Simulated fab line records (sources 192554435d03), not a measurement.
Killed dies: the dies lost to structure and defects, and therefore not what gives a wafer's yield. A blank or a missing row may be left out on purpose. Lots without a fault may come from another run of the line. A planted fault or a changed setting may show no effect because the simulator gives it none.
A struck lot beside a sound one | flow n5_finfet | 40 out of 1938 route steps
Sound: wafers L467.2, L467.3, L467.5. Struck: wafer L476.2 (left out: L476.6, a lot-mate that was not struck); the cause follows at the end.
For every step that has rows: the tool of each side, followed by ch and its chambers, followed by its first start. Under that, the readings that differ: sound wafers | struck wafers | difference of the means | sigmas: that difference in standard deviations of wafers without a fault.
alike: words and numbers the same on both sides, and readings whose means are apart by under 2 such deviations; not compared: readings that were withheld, readings missing a value for some wafer, numbers with overlapping values and no deviation given by the record, and bounds like >300 which may hide the same value.
A row with sigmas, a row that says differs or no value, or rows on one side alone: a step with any of these is where the two part. Numbers that have no deviation but don't overlap get no sigmas and don't part them. A reading missing from all wafers of one side parts the sides only when that side holds two or more wafers.

first, 11 steps without rows for these wafers: N5_MOL_CONTACT_COAG_STRIP_96 (strips in N2/H2); N5_MOL_CONTACT_COAG_ETCH_47 (etches SiNx in CH3F/O2, stops on W, target depth 27 nm); N5_MOL_CONTACT_COAG_STRIP_119 (strips in N2/H2, time 30 s); N5_MOL_CONTACT_COAG_PRECLEAN_144 (cleans in alkaline clean, time 60 s); N5_MOL_CONTACT_COAG_SRD_145 (time 30 s); N5_MOL_CONTACT_COAG_COAT_62 (time 60 s, resist thk 60 nm); N5_MOL_CONTACT_COAG_COAT_63 (time 60 s, resist thk 10 nm); N5_MOL_CONTACT_COAG_COAT_64 (time 60 s, resist thk 10 nm); N5_MOL_CONTACT_COAG_COAT_34 (resist thk 40 nm); N5_MOL_CONTACT_COAG_EBR_36; N5_MOL_CONTACT_COAG_SOFTBAKE_35 (time 60 s).
N5_MOL_CONTACT_COAG_EXPOSE_37: exposes mask VD, defocus 0 nm.
  sound on euv_scanner-02 ch 0, day 5 17:37; struck on euv_scanner-02 ch 0, day 8 01:01
  alike: mask
then, 2 steps without rows for these wafers: N5_MOL_CONTACT_COAG_PEB_38 (peb time 60 s); N5_MOL_CONTACT_COAG_DEVELOP_39 (develop time 30 s).
N5_MOL_CONTACT_COAG_CD_MEAS_40 targets a cd of 25.1 nm.
  sound on cd_sem-01 ch 0, day 5 17:46; struck on cd_sem-03 ch 0, day 8 01:10
  reading    | sound             | struck | difference | sigmas
  cd_nm (nm) | 25.01 24.83 25.19 | 23.14  | -1.87      | -7
then, 17 steps without rows for these wafers: N5_MOL_CONTACT_COAG_DESCUM_45 (chemistry O2, time 7 s); N5_MOL_CONTACT_COAG_ETCH_65 (etches underlayer in N2/H2, target depth 13 nm, time 10.4 s); N5_MOL_CONTACT_COAG_ETCH_66 (etches SiARC in CF4, target depth 13 nm, time 21.7 s); N5_MOL_CONTACT_COAG_ALD_133 (deposits SiO2, target thk 5 nm, pulse time 1 s, co reactant pulse time 1 s); N5_MOL_CONTACT_COAG_ETCHBACK_134 (etches SiO2 in CHF3, target depth 10 nm, time 6.7 s); N5_MOL_CONTACT_COAG_ETCH_67 (etches SOC in N2/H2, target depth 60 nm, overetch 21 nm, time 101.2 s); N5_MOL_CONTACT_COAG_STRIP_68 (strips in N2/H2); N5_MOL_CONTACT_COAG_STRIP_69 (strips in N2/H2); N5_MOL_CONTACT_COAG_ETCHBACK_136 (etches SiO2 in CHF3, target depth 25 nm, time 16.7 s); N5_MOL_CONTACT_COAG_STRIP_120 (strips in CHF3); N5_MOL_CONTACT_COAG_VIA_ETCH_117 (etches SiO2 in C4F6/O2, target depth 40 nm, overetch 8 nm, time 26 s); N5_MOL_CONTACT_COAG_ETCH_124 (etches SiNx in CH3F/O2, stops on SiOC, target depth 6.5 nm); N5_MOL_CONTACT_COAG_ETCH_48 (etches SiOC in C4F6/O2, target depth 15 nm, overetch 4.5 nm, time 17 s); N5_MOL_CONTACT_COAG_STRIP_72 (strips in N2/H2); N5_MOL_CONTACT_COAG_STRIP_49 (strips in N2/H2, time 30 s); N5_MOL_CONTACT_COAG_PRECLEAN_138 (cleans in alkaline clean, time 60 s); N5_MOL_CONTACT_COAG_SRD_139 (time 30 s).
N5_MOL_CONTACT_COAG_CD_MEAS_101 targets a cd of 16 nm.
  sound on cd_sem-01, day 5 18:49; struck on cd_sem-03, day 8 02:20
  reading    | sound          | struck | difference | sigmas
  cd_nm (nm) | 15.8 16.1 15.4 | 13.6   | -2.2       | -6
then, 5 steps without rows for these wafers: N5_MOL_CONTACT_COAG_PRE_CLEAN_121; N5_MOL_CONTACT_COAG_CVD_140 (deposits W, target thk 66.5 nm, time 215 s); N5_MOL_CONTACT_COAG_PRECLEAN_127 (cleans in DIW, time 57.5 s); N5_MOL_CONTACT_COAG_SRD_128 (dry time 32 s); N5_MOL_CONTACT_COAG_CMP_52 (polishes, stops on SiO2, t overpolish 1.5 s, target thk 66.5 nm).
N5_BEOL_M4_RC_MEAS_101:
  the record has rows for the sound wafers here (prober-01 ch 0, day 8 07:33) and none for the struck ones
-- here the record skips 7 days between the struck wafers' starts before and after, leaving off in module BEOL_M4 and picking up in module PASSIVATION (first step shown: number 1936 of the route) --
N5_PASSIVATION_PROBE_49:
  sound on prober-02, day 12 08:44; struck on prober-02, day 14 19:41
  reading                  | sound          | struck | difference | sigmas
  defect_limited_yield (%) | 92.5 93.1 91.1 | 0      | -92        | -61
  killed_at_M4_up          | 10 5 4         | 28     | +22        | +4
  killed_at_contacts       | 14 13 16       | 1059   | +1045      | +99 or more
  killed_at_other          | 8 1 4          | 14     | +10        | +3
  killed_dies              | 89 81 105      | 1180   | +1088      | +64
  killed_on_rim            | 10 8 18        | 152    | +140       | +33
  sort_n_pass              | 1091 1099 1075 | 0      | -1088      | -64
  sort_yield_pct (%)       | 92.5 93.1 91.1 | 0      | -92        | -61
  alike: killed_at_M0_to_M3, killed_at_front_end, killed_open, killed_short, sort_bin_5_function, sort_bin_6_memory

== WHERE THEY PART ==
First at N5_MOL_CONTACT_COAG_CD_MEAS_40; last, within this record, at N5_PASSIVATION_PROBE_49.

WHY: the cause the simulator had injected
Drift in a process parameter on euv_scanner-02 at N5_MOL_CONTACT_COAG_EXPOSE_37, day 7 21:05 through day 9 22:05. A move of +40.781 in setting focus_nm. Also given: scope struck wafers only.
